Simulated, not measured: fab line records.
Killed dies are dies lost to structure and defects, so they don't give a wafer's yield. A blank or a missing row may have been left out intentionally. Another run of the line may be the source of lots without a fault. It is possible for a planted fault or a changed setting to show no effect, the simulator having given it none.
Struck lot and sound lot, side by side -- flow n5Finfet -- 24 out of 1938 route steps
Sound: wafers L377.1, L377.3, L377.4. The struck wafers were L368.2, L368.3, L368.6. At the end, the cause is stated.
At each step with rows: each side's tool, then ch and its chambers, then its first start. Under that, the readings that differ: sound wafers -- struck wafers -- difference of the means -- sigmas: that difference in standard deviations of wafers without a fault.
alike: words and numbers the same on both sides, and readings whose means are apart by under 2 such deviations; not compared: readings that were withheld, readings missing a value for some wafer, numbers with overlapping values and no deviation given by the record, and bounds like >300 which may hide the same value.
The two part at a step that has a row with sigmas, a row that says differs or no value, or rows on one side only. Non-overlapping numbers with no deviation appear without sigmas and do not part them. A reading missing from all wafers of one side parts the sides only when that side holds two or more wafers.

first, 2 steps without rows for these wafers: N5_BEOL_M1_CO_CAP_55 (material Co, precursor CCTBA/H2, target thk 2 nm, time 102.1 s); N5_BEOL_M1_PRE_CLEAN_56 (time 15 s).
N5_BEOL_M1_DEP_57: deposits SiCN from 3MS/NH3, target thk 8 nm, time 14 s.
  sound on pecvd-01 ch 0,2, day 12 02:15; struck on pecvd-03 ch 1,2, day 9 21:10
reading,sound,struck,difference,sigmas
showerheadPlenumPTorr (Torr),3.677 3.691 3.701,3.666 3.660 3.651,-0.031,-3
  alike: throttleValvePct
N5_BEOL_M1_RS_MEAS_58: uses a four-point probe to measure.
  sound on filmMetro-01 at day 12 02:19; struck on filmMetro-01 at day 9 21:14
  alike: M1_RS
N5_BEOL_M1_INSPECT_59: inspects for defects (darkfield).
  sound on defectInspect-01 at day 12 02:20; struck on defectInspect-01 at day 9 21:16
  alike: rawDefectCount
N5_BEOL_M2_ILD_DEP_00: deposits SiOC from DEMS/O2, target thk 79 nm, time 15.3 s.
  sound on pecvd-01 ch 0,2, day 12 02:23; struck on pecvd-03 ch 0,1,2, day 9 21:18
  alike: heaterPowerW, showerheadPlenumPTorr, throttleValvePct
N5_BEOL_M2_THK_MEAS_01:
  sound on filmMetro-02 at day 12 02:27; struck on filmMetro-02 at day 9 21:22
  alike: M2_ILD_THK
N5_BEOL_M2_PECVD_72: deposits SiO2 from TEOS/O2, target thk 16 nm, time 18 s.
  sound on pecvd-04 ch 0,1,2, day 12 02:29; struck on pecvd-03 ch 0,1,2, day 9 21:25
  alike: heaterPowerW, showerheadPlenumPTorr, throttleValvePct
N5_BEOL_M2_HM_DEP_02: deposits TiN, target thk 20 nm.
  sound on pvdSputter-01 at day 12 04:58; struck on pvdSputter-02 at day 9 21:46
  alike: throttleValvePct
then, 3 steps without rows for these wafers: N5_BEOL_M2_COAT_61 (time 60 s, resist thk 60 nm); N5_BEOL_M2_COAT_62 (time 60 s, resist thk 12 nm); N5_BEOL_M2_COAT_73 (time 60 s, resist thk 5 nm).
N5_BEOL_M2_COAT_05: resist thk 30 nm.
  sound on lithoTrack-03 ch 0, day 12 05:06; struck on lithoTrack-05 ch 0, day 9 21:55
reading,sound,struck,difference,sigmas
spinSpeedRpm (rpm),1499.7 1499.9 1500.3,1446.1 1444.9 1446.2,-54.2,-60
model.CAR-EUV_of_BEOL_M2_COAT_05.thkNm (nm),29.8 29.8 29.8,30.4 30.4 30.4,+0.6,
then, 5 steps without rows for these wafers: N5_BEOL_M2_EBR_07; N5_BEOL_M2_SOFTBAKE_06 (time 60 s); N5_BEOL_M2_EXPOSE_08 (exposes mask M2); N5_BEOL_M2_PEB_09 (peb time 60 s); N5_BEOL_M2_DEVELOP_10 (develop time 30 s).
N5_BEOL_M2_CD_MEAS_11: target cd 16.79 nm.
  sound on cdSem-01 ch 0, day 12 05:22; struck on cdSem-03 ch 0, day 9 22:10
  alike: cdNm
N5_BEOL_M2_OVL_MEAS_12:
  sound on overlay-02 ch 0, day 12 05:23; struck on overlay-02 ch 0, day 9 22:12
  alike: M2_OVL
N5_BEOL_M2_INSPECT_13: inspects for defects (brightfield).
  sound on defectInspect-02 at day 12 05:27; struck on defectInspect-02 at day 9 22:16
reading,sound,struck,difference,sigmas
rawDefectCount,632 766 766,480 528 333,-274,-3
N5_BEOL_M2_DESCUM_16: chemistry O2, time 7 s.
  sound on rieDiel-02 ch 1,2,3, day 12 05:29; struck on rieDiel-02 ch 2,3, day 9 22:17
reading,sound,struck,difference,sigmas
model.CAR-EUV_of_BEOL_M2_COAT_05.thkNm (nm),25.8 26 26,26.6 26.6 26.6,+0.7,
  alike: drypumpMotorCurrentA, oesProductAu, rfVppV, showerheadPlenumPTorr, throttleValvePct
  not compared: rfHoursCounterH
N5_BEOL_M2_ETCH_74: etches underlayer in N2/H2, target depth 6.5 nm, time 5.2 s.
  sound on rieDiel-02 ch 1,2,3, day 12 05:31; struck on rieDiel-02 ch 2,3, day 9 22:19
  alike: drypumpMotorCurrentA, etchRfOnTimeS, oesProductAu, rfVppV, showerheadPlenumPTorr, throttleValvePct
  not compared: rfHoursCounterH
-- here the record skips 2 days between the struck wafers' starts before and after, leaving off in module BEOL_M2 and picking up in module BEOL_M4 (first step shown: number 1111 of the route) --
N5_BEOL_M4_RC_MEAS_101:
  sound on prober-02 ch 0, day 14 03:20; struck on prober-02 ch 0, day 12 00:50
  alike: DIBL_N, DIBL_P, IOFF_N, IOFF_P, ION_N, ION_P, SS_N, SS_P, VT_N, VT_P

## WHERE THEY PART
Last at N5_BEOL_M2_INSPECT_13 as far as this record goes, first at N5_BEOL_M1_DEP_57. Later steps at which nothing parts them and some readings are alike: N5_BEOL_M2_DESCUM_16, N5_BEOL_M2_ETCH_74, N5_BEOL_M4_RC_MEAS_101.

WHY: whatever the simulator had introduced
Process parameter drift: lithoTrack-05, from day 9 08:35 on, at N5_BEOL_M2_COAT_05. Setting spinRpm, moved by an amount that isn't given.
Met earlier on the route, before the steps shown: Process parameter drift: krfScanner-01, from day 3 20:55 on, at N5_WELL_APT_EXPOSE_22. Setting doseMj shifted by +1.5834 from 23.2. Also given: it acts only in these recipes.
